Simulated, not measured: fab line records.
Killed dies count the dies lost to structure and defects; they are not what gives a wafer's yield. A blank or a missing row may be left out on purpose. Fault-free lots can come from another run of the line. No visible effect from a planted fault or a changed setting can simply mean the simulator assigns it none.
Split-lot experiment | flow n5_finfet | 7 lots, 21 wafers read, on a route of 1938 steps

== THE SPLIT ==
At N5_BEOL_M11_PECVD_70 (deposits SiO2 from TEOS/O2, target thk 20 nm, time 22.7 s), the setting temp_c was moved away from the recipe's 400 C on 6 of the 21 wafers read, by -3.8% to +4.3%. For the rest of the wafers, this setting stayed at what the recipe calls for.

The reading comes from the split's own step.

== THE READING ==
SiO2_of_BEOL_M11_PECVD_70.thk_nm (the simulator's own value, which no gauge read), in nm, at N5_BEOL_M11_PECVD_70 (deposits SiO2 from TEOS/O2, target thk 20 nm, time 22.7 s). The file gives no usual value for it. Average 20.0 nm, standard deviation 0.31 nm, over the 15 wafers here run with the recipe.

wafer  | tool, chamber at the split | temp_c as run, C | against the recipe | SiO2_of_BEOL_M11_PECVD_70.thk_nm, nm | against lot-mates on the recipe
L074.1 | pecvd-04, 0,1              | 400              | recipe             | 20.2                                 | -
L074.2 | pecvd-04, 0,1              | 400              | recipe             | 20.2                                 | -
L074.6 | pecvd-04, 2                | 400              | recipe             | 20.6                                 | -
L075.1 | pecvd-01, 2                | 400              | recipe             | 19.6                                 | -
L075.3 | pecvd-01, 0                | 400              | recipe             | 19.8                                 | -
L075.4 | pecvd-01, 2                | 400              | recipe             | 20.2                                 | -
L084.1 | pecvd-01, 0                | 395.3            | -1.2%              | 20.6                                 | +0.6
L084.3 | pecvd-01, 2                | 400              | recipe             | 19.8                                 | -
L084.5 | pecvd-01, 0                | 400              | recipe             | 20.2                                 | -
L088.1 | pecvd-02, 2                | 400              | recipe             | 20.2                                 | -
L088.2 | pecvd-02, 0                | 400              | recipe             | 19.4                                 | -
L088.5 | pecvd-02, 0                | 417.4            | +4.3%              | 17.6                                 | -2.2
L091.1 | pecvd-02, 1                | 400              | recipe             | 19.8                                 | -
L091.4 | pecvd-02, 2                | 400              | recipe             | 20.2                                 | -
L091.6 | pecvd-02, 0                | 384.7            | -3.8%              | 21.8                                 | +1.8
L089.1 | pecvd-02, 0                | 400              | recipe             | 19.8                                 | -
L089.2 | pecvd-02, 2                | 415.5            | +3.9%              | 17.6                                 | -2.5
L089.6 | pecvd-02, 1                | 400              | recipe             | 20.4                                 | -
L095.1 | pecvd-01, 2                | 404.9            | +1.2%              | 18.8                                 | -1.0
L095.3 | pecvd-01, 0                | 400              | recipe             | 19.8                                 | -
L095.5 | pecvd-01, 0                | 404.9            | +1.2%              | 19.4                                 | -0.4
Where a row lists several chambers, the file gives one row for several wafers and doesn't say which wafer went through which chamber.

FIT RESULTS
A straight line over all 21 wafers: SiO2_of_BEOL_M11_PECVD_70.thk_nm changes by -0.553 nm for each +1% of temp_c; r = -0.94; the points scatter about the line by 0.32 nm.
The same after taking each lot's own level away (the mean of its wafers on the recipe; 21 wafers): -0.536 nm for each +1%; r = -0.96; scatter 0.27 nm.
According to that fit, moving temp_c by its largest amount changes the reading by 2.3 nm.
From 19.80 to 20.33 nm: that is the span of the lots' own levels, equal to 1.7 times the standard deviation above.
Consequently the slope shifts little with the lot-to-lot level, the two slopes agreeing.
Check: with one of the wafers moved furthest among these (+4.3%) left out of the fit, the line predicts -2.46 nm for it against its lot-mates. Against them it came out at -2.2 nm.

== THE OTHER SPLITS THESE WAFERS WENT THROUGH ==
These wafers also went through other splits before the reading. Each is held against what the fit with the lots' levels taken away leaves over:
other split on the same wafers | wafers away from the commonest value | r with SiO2_of_BEOL_M11_PECVD_70.thk_nm (lot level and that fit taken away)
N5_BEOL_M8_ILD_DEP_00 temp_c   | 11                                   | -0.29
N5_BEOL_M9_ILD_DEP_00 time_s   | 10                                   | -0.02
N5_BEOL_M10_COAT_60 spin_rpm   | 7                                    | -0.09
N5_BEOL_M11_ILD_DEP_00 time_s  | 10                                   | -0.21

== FILE'S OWN FIT ==
SiO2_of_BEOL_M11_PECVD_70.thk_nm changes by -0.538 nm for each +1% of temp_c, r = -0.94.
